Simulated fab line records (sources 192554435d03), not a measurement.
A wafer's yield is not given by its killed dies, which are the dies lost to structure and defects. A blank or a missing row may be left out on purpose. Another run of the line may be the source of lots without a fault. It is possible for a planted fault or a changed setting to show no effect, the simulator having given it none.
Which tool was responsible? + flow n5Finfet + 12 lots, 35 wafers sampled, at 5 steps of a route of 1938

WHAT EACH GAUGE READ, for each wafer
N5_BEOL_M4_INSPECT_59: inspects for defects (darkfield).
| lot  | measured     | on               | rawDefectCount |
|------|--------------|------------------|----------------|
| L430 | day 7 19:12  | defectInspect-01 | 36 57 87       |
| L429 | day 8 02:59  | defectInspect-02 | 54 51 81       |
| L431 | day 8 05:31  | defectInspect-01 | 71 79 65       |
| L432 | day 8 12:13  | defectInspect-02 | 52 86          |
| L438 | day 10 10:46 | defectInspect-02 | 56 46 54       |
| L439 | day 10 17:29 | defectInspect-01 | 49 63 28       |
| L440 | day 10 20:19 | defectInspect-02 | 71 54 71       |
| L441 | day 10 20:53 | defectInspect-02 | 89 125 65      |
| L444 | day 11 14:35 | defectInspect-02 | 56 61 59       |
| L443 | day 11 18:19 | defectInspect-02 | 45 52 47       |
| L450 | day 13 06:29 | defectInspect-02 | 72 98 80       |
| L449 | day 13 07:31 | defectInspect-02 | 44 49 48       |

N5_BEOL_M5_THK_MEAS_01.
| lot  | measured     | on           | M5_ILD_THK (nm)   |
|------|--------------|--------------|-------------------|
| L430 | day 7 20:46  | filmMetro-02 | 118.8 120.0 120.4 |
| L429 | day 8 04:33  | filmMetro-01 | 120.0 120.4 122.5 |
| L431 | day 8 07:05  | filmMetro-02 | 119.9 119.5 121.4 |
| L432 | day 8 13:50  | filmMetro-01 | 118.9 118.8       |
| L438 | day 10 13:46 | filmMetro-01 | 120.7 119.3 121.2 |
| L439 | day 10 19:04 | filmMetro-01 | 120.3 120.8 121.8 |
| L440 | day 10 21:56 | filmMetro-01 | 119.7 119.3 121.7 |
| L441 | day 10 22:28 | filmMetro-01 | 119.7 118.6 122.3 |
| L444 | day 11 16:09 | filmMetro-02 | 119.0 121.4 122.1 |
| L443 | day 11 20:21 | filmMetro-02 | 119.0 120.1 122.1 |
| L450 | day 13 08:03 | filmMetro-02 | 119.9 121.2 122.2 |
| L449 | day 13 09:05 | filmMetro-01 | 119.6 120.1 121.7 |

N5_BEOL_M5_INSPECT_13: inspects for defects (brightfield).
| lot  | measured     | on               | rawDefectCount |
|------|--------------|------------------|----------------|
| L430 | day 7 23:08  | defectInspect-01 | 268 356 297    |
| L429 | day 8 06:09  | defectInspect-01 | 398 388 389    |
| L431 | day 8 08:52  | defectInspect-02 | 391 362 394    |
| L432 | day 8 16:20  | defectInspect-01 | 412 1373       |
| L438 | day 10 15:19 | defectInspect-01 | 358 369 255    |
| L439 | day 10 22:31 | defectInspect-02 | 250 278 216    |
| L440 | day 10 23:19 | defectInspect-01 | 453 325 407    |
| L441 | day 10 23:58 | defectInspect-01 | 325 453 369    |
| L444 | day 11 17:36 | defectInspect-01 | 409 358 372    |
| L443 | day 11 21:07 | defectInspect-02 | 298 336 300    |
| L450 | day 13 08:37 | defectInspect-01 | 425 401 391    |
| L449 | day 13 09:44 | defectInspect-02 | 386 403 332    |

WHICH TOOL RAN EACH LOT (tool, then ch and the chambers of the sampled wafers, then the start)
| lot  | N5_BEOL_M4_PRE_CLEAN_60         | N5_BEOL_M5_HM_DEP_02        |
|------|---------------------------------|-----------------------------|
| L430 | cvdCo-02 ch 0,2, day 7 18:57    | pvdSputter-02, day 7 22:32  |
| L429 | cvdCo-02 ch 0,1,2, day 8 02:44  | pvdSputter-02, day 8 05:32  |
| L431 | cvdCo-01 ch 0,1,2, day 8 05:16  | pvdSputter-02, day 8 08:23  |
| L432 | cvdCo-02 ch 1,2, day 8 11:58    | pvdSputter-02, day 8 15:49  |
| L438 | cvdCo-02 ch 0,1, day 10 10:29   | pvdSputter-01, day 10 13:54 |
| L439 | cvdCo-01 ch 0,1,2, day 10 17:08 | pvdSputter-01, day 10 19:49 |
| L440 | cvdCo-01 ch 0,2, day 10 20:04   | pvdSputter-01, day 10 22:50 |
| L441 | cvdCo-02 ch 1,2, day 10 20:38   | pvdSputter-01, day 10 23:22 |
| L444 | cvdCo-02 ch 1,2, day 11 14:20   | pvdSputter-03, day 11 17:07 |
| L443 | cvdCo-01 ch 0,1,2, day 11 18:04 | pvdSputter-03, day 11 20:38 |
| L450 | cvdCo-02 ch 0,1, day 13 06:11   | pvdSputter-01, day 13 08:08 |
| L449 | cvdCo-02 ch 0,1, day 13 07:13   | pvdSputter-03, day 13 09:16 |
- N5_BEOL_M4_PRE_CLEAN_60: time 15 s.
- N5_BEOL_M5_HM_DEP_02: deposits TiN, target thk 20 nm.

AS READ BY THE TOOLS THEMSELVES (means over the sampled wafers that have a number; for cases with no such wafer, the mark the record gives instead)
N5_BEOL_M4_PRE_CLEAN_60.
| lot  | tool     | heaterPowerW (W) | rfFwdPowerW (W) |
|------|----------|------------------|-----------------|
| L430 | cvdCo-02 | 89               | 296.6           |
| L429 | cvdCo-02 | 93               | 295.9           |
| L431 | cvdCo-01 | 75               | 298.5           |
| L432 | cvdCo-02 | 113              | 298.8           |
| L438 | cvdCo-02 | 80               | 297.3           |
| L439 | cvdCo-01 | 76               | 297.3           |
| L440 | cvdCo-01 | 76               | 297.7           |
| L441 | cvdCo-02 | 116              | 296.2           |
| L444 | cvdCo-02 | 111              | 297.7           |
| L443 | cvdCo-01 | 77               | 297.7           |
| L450 | cvdCo-02 | 99               | 295.2           |
| L449 | cvdCo-02 | 79               | 296.4           |

N5_BEOL_M5_HM_DEP_02.
| lot  | tool          | throttleValvePct (%) |
|------|---------------|----------------------|
| L430 | pvdSputter-02 | 30.1                 |
| L429 | pvdSputter-02 | 29.9                 |
| L431 | pvdSputter-02 | 29.9                 |
| L432 | pvdSputter-02 | 30.3                 |
| L438 | pvdSputter-01 | 30.1                 |
| L439 | pvdSputter-01 | 30.2                 |
| L440 | pvdSputter-01 | 30.0                 |
| L441 | pvdSputter-01 | 30.2                 |
| L444 | pvdSputter-03 | 30.3                 |
| L443 | pvdSputter-03 | 30.0                 |
| L450 | pvdSputter-01 | 29.6                 |
| L449 | pvdSputter-03 | 29.9                 |

THE ANSWER, worked out from the rows above alone
Rule: the usual values come from the lots themselves. Put in order of their means at a reading, lots are off if they are a third of the lots or fewer, leave a main group of 4 or more, and stand apart from it by a gap of 3 or more times the standard deviation of the main group's means; of several such gaps the widest counts. The tables above print the reading to a certain number of digits; a main group whose means all agree to those digits is not used. Also off: a lot with no number at a reading for which 4 or more lots have one. Where the step has rows for the other lots, those lots are counted as sound. The gauges are gone through in route order, then the tools' own readings, and for those a lot's mean is taken as printed above. At the first step where some lot is off, the reading lying furthest off is the one used; lots without a number count as furthest.
Off: L432 (N5_BEOL_M5_INSPECT_13, rawDefectCount). The main group: mean 355, standard deviation 47.
If a tool, at a process step before that reading, ran all the lots that are off and no sound lot after the first of them, it fits. Gauges at N5_BEOL_M5_INSPECT_13: tried the same way as those tools. One candidate fits, namely pvdSputter-02 at N5_BEOL_M5_HM_DEP_02. A fault onset in the window from L431 (day 8 08:23, its last sound lot) to L432 (day 8 15:49, its first lot off) fits.

WHAT THE SIMULATOR HAD INSERTED
Chamber particle source: pvdSputter-02, from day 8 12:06 on, at N5_BEOL_M5_HM_DEP_02. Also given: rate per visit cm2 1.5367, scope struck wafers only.
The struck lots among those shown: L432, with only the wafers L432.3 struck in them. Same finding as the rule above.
